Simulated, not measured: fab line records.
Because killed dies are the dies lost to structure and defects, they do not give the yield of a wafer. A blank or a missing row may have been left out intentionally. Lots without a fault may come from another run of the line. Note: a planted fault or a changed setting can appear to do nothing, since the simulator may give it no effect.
Chamber matching ; flow n5_finfet ; N5_BEOL_M7_STRIP_19 on rie_diel-03: 4 sister chambers
The step strips in O2. 18 wafers are shown with their chamber, then 9 later ones without.

WAFERS PAIRED WITH THEIR CHAMBERS
wafer;chamber;showerhead_plenum_p_Torr (Torr);drypump_motor_current_A (A);throttle_valve_pct (%)
L074.2;0;2.07;6.4;16.59
L074.3;2;1.99;6.0;16.67
L074.5;2;1.99;6.0;16.65
L075.3;2;1.99;6.0;16.66
L075.4;0;2.07;6.4;16.58
L075.6;1;2.08;6.0;16.60
L077.3;1;2.08;6.0;16.61
L077.4;3;1.99;5.7;16.89
L077.5;2;1.99;6.0;16.68
L078.1;0;2.07;6.4;16.60
L078.2;3;1.99;5.7;16.89
L078.4;1;2.08;5.9;16.62
L081.1;2;1.98;6.1;16.69
L081.4;3;1.99;5.7;16.87
L081.6;3;1.99;5.7;16.88
L083.2;1;2.08;5.9;16.63
L083.3;2;1.98;6.0;16.68
L083.4;3;1.99;5.7;16.88

SIGNATURES (averages over the wafers above)
reading;chamber 0;chamber 1;chamber 2;chamber 3;scatter within a chamber
showerhead_plenum_p_Torr;2.0700;2.0800;1.9867;1.9900;0.00309
drypump_motor_current_A;6.400;5.950;6.017;5.700;0.0362
throttle_valve_pct;16.5900;16.6150;16.6717;16.8820;0.0121
Rule: a wafer's distance from a chamber is the root of the sum, over the readings, of the square of ((its reading less the chamber's mean) divided by the reading's scatter). The wafer belongs to the nearest chamber; if the next one is less than 2 further off, it can't be placed. The scatter: take each reading less its chamber's mean, square it, sum over the shown wafers, divide by the number of wafers less the number of chambers, and take the root.

WAFERS WITHOUT THEIR CHAMBER
wafer;showerhead_plenum_p_Torr (Torr);drypump_motor_current_A (A);throttle_valve_pct (%)
L084.4;2.06;6.4;16.61
L084.5;1.98;6.1;16.70
L084.6;2.07;6.0;16.66
L086.1;2.07;6.0;16.63
L086.3;2.06;6.4;16.62
L086.5;2.06;6.4;16.60
L089.1;2.07;6.0;16.66
L089.2;1.99;5.7;16.91
L089.6;1.99;5.7;16.90

WHICH CHAMBER EACH WENT THROUGH
wafer;from the rows above;in truth
L084.4;0;0
L084.5;2;2
L084.6;1;1
L086.1;1;1
L086.3;0;0
L086.5;0;0
L089.1;1;1
L089.2;3;3
L089.6;3;3
9 of 9 placed correctly. Number that these rows cannot place: 0. Number placed wrongly: 0.
